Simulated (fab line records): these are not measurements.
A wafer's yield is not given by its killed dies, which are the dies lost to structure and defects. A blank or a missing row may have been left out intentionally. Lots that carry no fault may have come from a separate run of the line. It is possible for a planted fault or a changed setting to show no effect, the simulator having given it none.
fab line records -- flow nand-harc
record: lots: 7, wafers: 21, last-day: 33
route steps=1302 shown A_WL_FILL@974 A_CONTACT@983 END@1302
lots that met no fault: taken from a fault-free run of the same line
start-h: start of the lot's first displayed wafer, in hours after the record's first day -- wait-h: hours from the lot's prior step to this one -- " repeats the value in the row above -- L1.1+2: one row covering several wafers at once -- - either no value or no given start -- * or withheld: withheld -- < > ~ a bound
route shown NAME@n: a module of which the file shows steps, and the number in the route of the first -- usual: mean/standard deviation taken from wafers without a fault -- same: alike in all rows -- chamber/n: place in a boat -- sites: the reading at each site -- _std_site: the standard deviation of these -- _edge_site: outer sites' mean less inner sites' -- radius-mm: for every site, how far away it sits from the centre of the wafer -- mask NAME#n: copy n -- behind: the tool/chamber that last shaped the wafer -- hold: cause of the lot's hold/its duration in hours/its outcome -- device: transistor that didn't switch, given as n, p or np -- end of line: tests of these same wafers at the route's end -- a step without rows: its recipe alone -- killed: dies lost to structure and defects at the first sort, not the wafer's yield -- map: a wafer's dies, marking killed ones x, the rest . and places with no die _
set.NAME: the run value of the setting; set.NAME@STEP: its run value at that earlier step -- model.NAME: the simulator's own value behind a step, which no gauge read
lots at some steps of the route; a table a step, a row a wafer
services: when a tool's chamber went out of use (start-h, in hours from the record's first day, below 0 if earlier), for how many hours, and the reason
== steps ==
step: NHARC_A_WL_FILL_SRD_14
step: NHARC_A_WL_FILL_ALD_19
recipe: target-thk-a: 20, pulse-time-s: 3, ald-cycles: 100, temp-c: 450, material: TiN
usual: heater-power-w: 1070/87, precursor-pulse-height-rel: 0.998/0.022
lot.wafer,tool,chamber,start-h,wait-h,heater-power-w,precursor-pulse-height-rel
L451.3,ald-metal-02,0,504.95,0.1,945,0.998
L451.2,ald-metal-02,1,504.95,0.1,1047,0.963
L451.6,ald-metal-02,0,504.95,0.1,961,0.977
L458.1,ald-metal-04,0,580.92,0.1,1144,1.021
L458.2,ald-metal-04,2,580.92,0.1,1019,1.020
L458.6,ald-metal-04,0,580.92,0.1,1161,1.023
L460.4,ald-metal-04,2,592.12,0.1,1037,1.020
L460.3,ald-metal-04,3,592.12,0.1,939,0.974
L460.6,ald-metal-04,2,592.12,0.1,999,0.984
L463.2,ald-metal-01,1,614.66,0.1,1154,0.973
L463.3,ald-metal-01,2,614.66,0.1,1164,1.023
L463.6,ald-metal-01,1,614.66,0.1,1183,0.978
L461.2,ald-metal-04,0,619.85,0.1,1166,1.000
L461.1,ald-metal-04,2,619.85,0.1,1051,1.012
L461.6,ald-metal-04,1,619.85,0.1,1049,0.997
L464.3,ald-metal-04,2,649.52,0.1,1060,0.961
L464.2,ald-metal-04,3,649.52,0.1,966,0.961
L464.6,ald-metal-04,0,649.52,0.1,1143,1.036
L470.1,ald-metal-01,3,703.21,0.1,1170,0.980
L470.4,ald-metal-01,0,703.21,0.1,1040,0.983
L470.6,ald-metal-01,3,703.21,0.1,1158,1.000
step: NHARC_A_WL_FILL_CVD_20
recipe: target-thk-a: 1000, temp-c: 400, pressure-torr: 40, wf6-flow-sccm: 40, h2-flow-sccm: 1600, ar-flow-sccm: 1560, time-s: 74, material: W
usual: heater-power-w: 873/96, mfc-ar-sccm: 1559/5, mfc-h2-sccm: 1600/4.2, throttle-valve-pct: 8.07/0.17
lot.wafer,tool,chamber,start-h,wait-h,heater-power-w,mfc-ar-sccm,mfc-h2-sccm,throttle-valve-pct
L451.2,cvd-w-01,1,-,-,759,1562,1594,7.94
L451.3,cvd-w-01,1,-,-,751,1565,1593,8.06
L451.6,cvd-w-01,1,-,-,761,1565,1597,8.10
L458.1,cvd-w-01,1,-,-,695,1551,1598,7.86
L458.2,cvd-w-01,0,-,-,866,1555,1610,8.27
L458.6,cvd-w-01,1,-,-,706,1556,1601,7.86
L460.4,cvd-w-02,0,-,-,947,1559,1596,8.11
L460.3,cvd-w-02,1,-,-,949,1567,1600,8.02
L460.6,cvd-w-02,1,-,-,970,1565,1600,8.14
L463.2,cvd-w-02,1,-,-,937,1559,1596,8.05
L463.3,cvd-w-02,1,-,-,964,1552,1605,8.22
L463.6,cvd-w-02,1,-,-,958,1557,1604,8.19
L461.1,cvd-w-02,0,-,-,965,1558,1595,7.78
L461.2,cvd-w-02,1,-,-,947,1551,1591,8.31
L461.6,cvd-w-02,1,-,-,962,1552,1591,8.08
L464.2,cvd-w-01,0,-,-,843,1564,1603,8.28
L464.3,cvd-w-01,0,-,-,899,1556,1602,8.27
L464.6,cvd-w-01,0,-,-,886,1560,1594,8.46
L470.1,cvd-w-01,1,-,-,732,1556,1598,8.02
L470.4,cvd-w-01,0,-,-,925,1562,1601,8.32
L470.6,cvd-w-01,1,-,-,722,1563,1592,8.12
step: NHARC_A_WL_FILL_CMP_12
recipe: t-overpolish-s: 30, target-thk-nm: 100
usual: motor-current-A: 12.8/1, overpolish-run-s: 29.999/0.0092, time-to-endpoint-s: 21/3.8
lot.wafer,tool,chamber,start-h,wait-h,motor-current-A,overpolish-run-s,time-to-endpoint-s
L451.2,cmp-03,0,505.33,0.2,13.6,29.996,17
L451.3,cmp-03,1,505.33,0.2,14.2,29.997,16
L451.6,cmp-03,0,505.33,0.2,13.1,30.009,17
L458.2,cmp-04,0,581.32,0.1,11.1,30.002,22
L458.1,cmp-04,2,581.32,0.1,12.7,30.029,21
L458.6,cmp-04,1,581.32,0.1,12.7,30.019,17
L460.3,cmp-03,3,592.50,0.1,11.9,29.989,25
L460.4,cmp-03,0,592.50,0.1,12.3,29.989,20
L460.6,cmp-03,2,592.50,0.1,12.9,29.993,20
L463.3,cmp-02,0,615.04,0.1,13.2,29.989,14
L463.2,cmp-02,1,615.04,0.1,12.1,29.994,26
L463.6,cmp-02,1,615.04,0.1,11.4,30.006,26
L461.1,cmp-04,2,620.23,0.2,11.8,30.001,23
L461.2,cmp-04,1,620.23,0.2,13.7,30.000,16
L461.6,cmp-04,3,620.23,0.2,12.9,29.997,19
L464.3,cmp-04,2,650.00,0.1,12.5,29.990,23
L464.2,cmp-04,0,650.00,0.1,10.6,30.007,19
L464.6,cmp-04,3,650.00,0.1,13.0,30.015,20
L470.4,cmp-04,1,703.64,0.2,13.3,30.008,16
L470.1,cmp-04,2,703.64,0.2,11.8,29.997,21
L470.6,cmp-04,1,703.64,0.2,13.1,29.993,14
step: NHARC_A_WL_FILL_SRD_31
step: NHARC_A_WL_FILL_INSPECT_15
usual: raw-defect-count: 482/120
lot.wafer,tool,chamber,start-h,wait-h,raw-defect-count
L451.2,defect-inspect-01,-,505.79,0.0,412
L451.3,defect-inspect-01,-,505.79,0.0,323
L451.6,defect-inspect-01,-,505.79,0.0,371
L458.1,defect-inspect-01,-,581.80,0.0,411
L458.2,defect-inspect-01,-,581.80,0.0,444
L458.6,defect-inspect-01,-,581.80,0.0,308
L460.3,defect-inspect-02,-,592.97,0.0,569
L460.4,defect-inspect-02,-,592.97,0.0,651
L460.6,defect-inspect-02,-,592.97,0.0,555
L463.2,defect-inspect-01,-,615.50,0.0,542
L463.3,defect-inspect-01,-,615.50,0.0,553
L463.6,defect-inspect-01,-,615.50,0.0,513
L461.1,defect-inspect-01,-,620.73,0.0,650
L461.2,defect-inspect-01,-,620.73,0.0,609
L461.6,defect-inspect-01,-,620.73,0.0,365
L464.2,defect-inspect-02,-,650.46,0.0,929
L464.3,defect-inspect-02,-,650.46,0.0,582
L464.6,defect-inspect-02,-,650.46,0.0,585
L470.1,defect-inspect-02,-,704.10,0.0,491
L470.4,defect-inspect-02,-,704.10,0.0,395
L470.6,defect-inspect-02,-,704.10,0.0,326
step: NHARC_A_CONTACT_DEP_24
recipe: target-thk-a: 5000, temp-c: 400, pressure-torr: 6.5, rf-w: 900, teos-flow-sccm: 161.4, flow-sccm: 2650, target-thk-nm: 500, gas: O2, material: SiO2
usual: heater-power-w: 561/92, rf-fwd-power-W: 899/3.1, showerhead-vpp-V: 1812/81, throttle-valve-pct: 16.3/0.72
lot.wafer,tool,chamber,start-h,wait-h,heater-power-w,rf-fwd-power-W,showerhead-vpp-V,throttle-valve-pct
L451.3,pecvd-03,2,505.93,0.1,572,898,1891,16.3
L451.2,pecvd-03,0,505.93,0.1,559,896,1695,15.9
L451.6,pecvd-03,0,505.93,0.1,545,895,1667,16.4
L458.2,pecvd-02,2,581.87,0.1,579,902,1885,16.9
L458.1,pecvd-02,1,581.87,0.1,623,898,1734,16.4
L458.6,pecvd-02,0,581.87,0.1,446,904,1778,16.8
L460.3,pecvd-03,1,593.09,0.1,465,896,1801,14.5
L460.4,pecvd-03,1,593.09,0.1,341,903,1829,14.5
L460.6,pecvd-03,2,593.09,0.1,529,903,1897,16.2
L463.3,pecvd-02,1,615.63,0.1,583,902,1715,16.4
L463.2,pecvd-02,2,615.63,0.1,561,899,1894,17.4
L463.6,pecvd-02,2,615.63,0.1,595,898,1878,17.0
L461.2,pecvd-03,0,620.79,0.1,542,896,1669,16.1
L461.1,pecvd-03,1,620.79,0.1,417,907,1830,14.7
L461.6,pecvd-03,1,620.79,0.1,432,907,1815,14.3
L464.3,pecvd-02,1,650.74,0.3,533,902,1759,16.4
L464.2,pecvd-02,2,650.74,0.3,617,901,1864,17.3
L464.6,pecvd-02,0,650.74,0.3,410,891,1755,16.4
L470.1,pecvd-02,1,704.23,0.1,593,903,1786,16.3
L470.4,pecvd-02,1,704.23,0.1,589,898,1739,16.4
L470.6,pecvd-02,2,704.23,0.1,577,895,1912,17.2
step: NHARC_A_CONTACT_DEP_28
recipe: target-thk-a: 70000, temp-c: 400, material: aC
usual: throttle-valve-pct: 35.001/0.0089
lot.wafer,tool,chamber,start-h,wait-h,throttle-valve-pct
L451.2,acl-dep-02,0,508.40,2.0,35.017
L451.3,acl-dep-02,0,508.40,2.0,35.005
L451.6,acl-dep-02,0,511.23,4.8,35.005
L458.1,acl-dep-01,0,583.98,1.6,35.006
L458.2,acl-dep-01,0,583.98,1.6,34.999
L458.6,acl-dep-01,0,587.49,5.1,34.992
L460.3,acl-dep-02,0,595.06,1.5,35.010
L460.4,acl-dep-02,0,595.06,1.5,35.009
L460.6,acl-dep-02,0,597.15,3.6,35.005
L463.2,acl-dep-01,0,619.69,3.6,35.002
L463.3,acl-dep-01,0,619.69,3.6,35.007
L463.6,acl-dep-01,0,622.54,6.4,34.995
L461.1,acl-dep-02,0,623.56,2.2,34.995
L461.2,acl-dep-02,0,623.56,2.2,35.026
L461.6,acl-dep-02,0,627.09,5.7,34.998
L464.2,acl-dep-02,0,652.94,1.7,35.009
L464.3,acl-dep-02,0,652.94,1.7,35.012
L464.6,acl-dep-02,0,655.76,4.5,35.005
L470.1,acl-dep-01,0,704.77,0.1,34.998
L470.4,acl-dep-01,0,706.90,2.2,35.008
L470.6,acl-dep-01,0,708.32,3.6,34.993
step: NHARC_A_CONTACT_DEP_29
recipe: target-thk-a: 1000, target-thk-nm: 100, temp-c: 400, pressure-torr: 3.5, flow-sccm: 200, rf-w: 350, material: SiON
usual: heater-power-w: 754/100, rf-fwd-power-W: 348.3/1.3, showerhead-vpp-V: 1134/54
lot.wafer,tool,chamber,start-h,wait-h,heater-power-w,rf-fwd-power-W,showerhead-vpp-V
L451.2,pecvd-01,1,511.95,2.8,827,347.6,1190
L451.3,pecvd-01,0,511.95,2.8,691,348.7,1085
L451.6,pecvd-01,0,511.95,2.8,683,348.5,1085
L458.1,pecvd-03,2,588.22,3.5,727,347.8,1189
L458.2,pecvd-03,1,588.22,3.5,631,350.2,1138
L458.6,pecvd-03,2,588.22,3.5,727,350.3,1194
L460.3,pecvd-03,1,597.94,2.2,618,403.9,1224
L460.6,pecvd-03,1,597.94,2.2,633,405.1,1231
L460.4,pecvd-03,2,597.94,2.2,758,405.0,1271
L463.3,pecvd-03,2,623.27,2.2,834,403.2,1280
L463.2,pecvd-03,1,623.27,2.2,601,404.5,1222
L463.6,pecvd-03,1,623.27,2.2,596,404.8,1222
L461.2,pecvd-03,2,627.82,2.8,750,403.3,1269
L461.1,pecvd-03,0,627.82,2.8,688,403.5,1134
L461.6,pecvd-03,0,627.82,2.8,701,403.8,1126
L464.2,pecvd-01,1,656.49,2.8,710,348.1,1190
L464.3,pecvd-01,0,656.49,2.8,712,347.3,1096
L464.6,pecvd-01,0,656.49,2.8,709,346.6,1098
L470.1,pecvd-02,1,709.14,3.7,851,348.6,1092
L470.6,pecvd-02,2,709.14,3.7,750,348.5,1181
L470.4,pecvd-02,0,709.14,3.7,671,349.9,1117
step: NHARC_A_CONTACT_DEHYDRATE_32
recipe: temp-c: 150, time-s: 120
step: NHARC_END_SORT_01
recipe: temp-c: 25
usual: killed-at-array: 52/16, killed-at-other: 0.8/0.98, killed-at-periphery: 4.2/2.9, killed-dies: 57/16, killed-open: 3.3/1.9, killed-short: 2.5/1.5
same: gross-dies: 677
lot.wafer,tool,chamber,start-h,wait-h,killed-at-array,killed-at-other,killed-at-periphery,killed-dies,killed-open,killed-short
L458.1,prober-02,0,663.31,2.5,58,3,7,68,1,3
L458.2,prober-02,0,664.11,2.8,73,2,3,78,0,1
L458.6,prober-02,0,667.29,4.0,35,3,6,44,3,1
L460.3,prober-01,0,669.47,3.1,30,0,2,32,4,4
L460.4,prober-01,0,670.27,3.4,43,1,1,45,2,2
L460.6,prober-01,0,671.89,4.0,40,2,1,43,3,3
L463.2,prober-02,0,695.10,2.8,37,0,3,40,4,1
L463.3,prober-02,0,695.89,3.1,40,1,2,43,2,2
L463.6,prober-02,0,698.28,4.0,49,1,1,51,2,1
L461.1,prober-01,0,702.00,2.5,66,0,7,73,5,0
L461.2,prober-01,0,702.81,2.8,62,1,4,67,6,4
L461.6,prober-01,0,706.06,4.1,64,0,2,66,5,3
killed by level:class
L458.1 A_SLIT:chamber-film-flake=21 A_CHANNEL_HOLE_D2:chamber-film-flake=15 A_CHANNEL_HOLE_D1:chamber-film-flake=8 P_CONTACT:chamber-film-flake=6 A_CONTACT:chamber-film-flake=4 THIN_TSV:chamber-film-flake=3 A_BLC:chamber-film-flake=3 P_M2:geometric-particle:open=1
L458.2 A_SLIT:chamber-film-flake=40 A_CHANNEL_HOLE_D2:chamber-film-flake=10 A_CHANNEL_HOLE_D1:chamber-film-flake=8 A_BLC:chamber-film-flake=4 P_CONTACT:chamber-film-flake=3 A_ZERO_WELL:chamber-film-flake=2 A_STAIRCASE:chamber-film-flake=2 A_CHANNEL_FILL_D1:chamber-film-flake=2
L458.6 A_SLIT:chamber-film-flake=12 A_CHANNEL_HOLE_D2:chamber-film-flake=7 A_BLC:chamber-film-flake=5 P_CONTACT:chamber-film-flake=4 A_CHANNEL_HOLE_D1:chamber-film-flake=3 THIN_TSV:chamber-film-flake=3 A_STAIRCASE:chamber-film-flake=2 A_CONTACT:chamber-film-flake=2
L460.3 A_CHANNEL_HOLE_D1:chamber-film-flake=19 A_CHANNEL_FILL_D1:geometric-particle:short=3 P_CONTACT:geometric-particle:open=2 A_DECK1_JOINT:geometric-particle:short=1 A_CONTACT:geometric-particle:open=1 A_M1:geometric-particle:open=1 A_CHANNEL_FILL_D1:chamber-film-flake=1 A_CHANNEL_HOLE_D2:chamber-film-flake=1
L460.4 A_CHANNEL_HOLE_D1:chamber-film-flake=31 A_BLC:chamber-film-flake=4 P_CONTACT:geometric-particle:open=1 A_SOURCE_PLATE:geometric-particle:open=1 A_CHANNEL_HOLE_D1:geometric-particle:short=1 A_WL_FILL:geometric-particle:short=1 A_ZERO_WELL:chamber-film-flake=1 A_STAIRCASE:chamber-film-flake=1
L460.6 A_CHANNEL_HOLE_D1:chamber-film-flake=30 A_DECK1_JOINT:chamber-film-flake=2 A_CHANNEL_FILL_D2:chamber-film-flake=2 THIN_TSV:chamber-film-flake=2 P_M0:geometric-particle:short=1 A_ONON_D1:geometric-particle:open=1 A_CHANNEL_FILL_D1:geometric-particle:open=1 A_CHANNEL_FILL_D1:geometric-particle:short=1
L463.2 A_SLIT:chamber-film-flake=21 A_CHANNEL_HOLE_D1:chamber-film-flake=4 A_STAIRCASE:chamber-film-flake=3 A_CONTACT:chamber-film-flake=2 A_CHANNEL_FILL_D1:geometric-particle:open=1 A_DECK1_JOINT:geometric-particle:open=1 A_ONON_D2:geometric-particle:short=1 A_SGD_CUT:geometric-particle:open=1
L463.3 A_SLIT:chamber-film-flake=22 A_CHANNEL_HOLE_D1:chamber-film-flake=5 A_STAIRCASE:chamber-film-flake=4 A_CONTACT:chamber-film-flake=4 A_CHANNEL_FILL_D2:geometric-particle:short=2 A_M0:geometric-particle:open=2 P_GATE:chamber-film-flake=1 P_BONDPAD:chamber-film-flake=1
L463.6 A_SLIT:chamber-film-flake=20 A_CHANNEL_HOLE_D1:chamber-film-flake=11 A_CONTACT:chamber-film-flake=9 A_ZERO_WELL:chamber-film-flake=3 A_STAIRCASE:chamber-film-flake=2 A_ONON_D2:geometric-particle:open=1 A_CHANNEL_FILL_D2:geometric-particle:open=1 A_CHANNEL_FILL_D2:geometric-particle:short=1
L461.1 A_SLIT:chamber-film-flake=28 A_CHANNEL_HOLE_D2:chamber-film-flake=26 A_STAIRCASE:chamber-film-flake=5 P_ZERO_WELL:chamber-film-flake=3 P_CONTACT:chamber-film-flake=3 A_CHANNEL_HOLE_D1:chamber-film-flake=2 A_M0:geometric-particle:open=2 P_GATE:geometric-particle:open=1
L461.2 A_SLIT:chamber-film-flake=33 A_CHANNEL_HOLE_D2:chamber-film-flake=16 A_CHANNEL_HOLE_D1:chamber-film-flake=3 A_CHANNEL_FILL_D1:geometric-particle:open=2 A_STAIRCASE:chamber-film-flake=2 P_M1:geometric-particle:open=1 P_M2:geometric-particle:open=1 A_CHANNEL_FILL_D1:geometric-particle:short=1
L461.6 A_SLIT:chamber-film-flake=30 A_CHANNEL_HOLE_D2:chamber-film-flake=16 A_STAIRCASE:chamber-film-flake=7 A_CHANNEL_HOLE_D1:chamber-film-flake=4 P_M0:geometric-particle:open=1 A_CHANNEL_FILL_D2:geometric-particle:open=1 A_CHANNEL_FILL_D2:geometric-particle:short=1 A_WL_FILL:geometric-particle:short=1
== services ==
tool,chamber,start-h,hours,kind
pecvd-03,0,482.96,22.6,repair
cmp-04,-,486.44,1.8,repair
cvd-w-02,0,487.12,14.6,repair
pecvd-01,-,492.34,13.0,pm
ald-metal-04,3,499.35,11.2,repair
cmp-03,-,502.87,0.4,repair
pecvd-03,-,516.57,1.5,repair
ald-metal-01,1,520.28,4.5,repair
ald-metal-01,-,526.14,10.0,pm
cmp-04,-,538.32,4.0,pm
cvd-w-01,-,547.00,13.0,pm
cmp-03,-,548.08,1.1,repair
pecvd-03,-,549.41,13.0,pm
acl-dep-01,-,552.14,13.0,pm
cmp-03,-,554.71,4.0,pm
pecvd-02,0,569.85,11.1,repair
pecvd-02,-,589.03,13.0,pm
acl-dep-02,-,608.07,13.0,pm
cmp-04,-,623.24,2.1,repair
cvd-w-02,-,631.00,13.0,pm
cmp-04,-,636.32,4.0,pm
ald-metal-04,-,652.00,10.0,pm
cmp-03,-,652.71,4.0,pm
cmp-04,-,678.39,1.2,repair
== key ==
first-sign: step: NHARC_A_CONTACT_DEP_29, reading: rf-fwd-power-W, direction: up, sigmas: 45, usual: *, struck: *
effect: step: NHARC_A_CONTACT_DEP_29, reading: showerhead-vpp-V, direction: up, sigmas: 1.6, usual: 1134, struck: 1220
met-at NHARC_A_CONTACT_DEP_29
struck-wafers L460.3,L460.4,L460.6,L461.1,L461.2,L461.6,L463.2,L463.3,L463.6
tester-left-out L460,L461,L463
onset-between 588.22 597.94
fault: kind: process-parameter-drift, tool: pecvd-03, chamber: -, onset-h: 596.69, steps: NHARC_A_CONTACT_DEP_29, channel: rf-w, offset: *, shape: step, end-h: 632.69, acts-in: *, stated: *
tester-left-out: of these lots the tester's yield and bins aren't shown, on N5 and GAA mostly nor the transistor test; their killed dies are dies lost to structure and defects alone, not to doping, threshold or leakage, so they don't give the yield
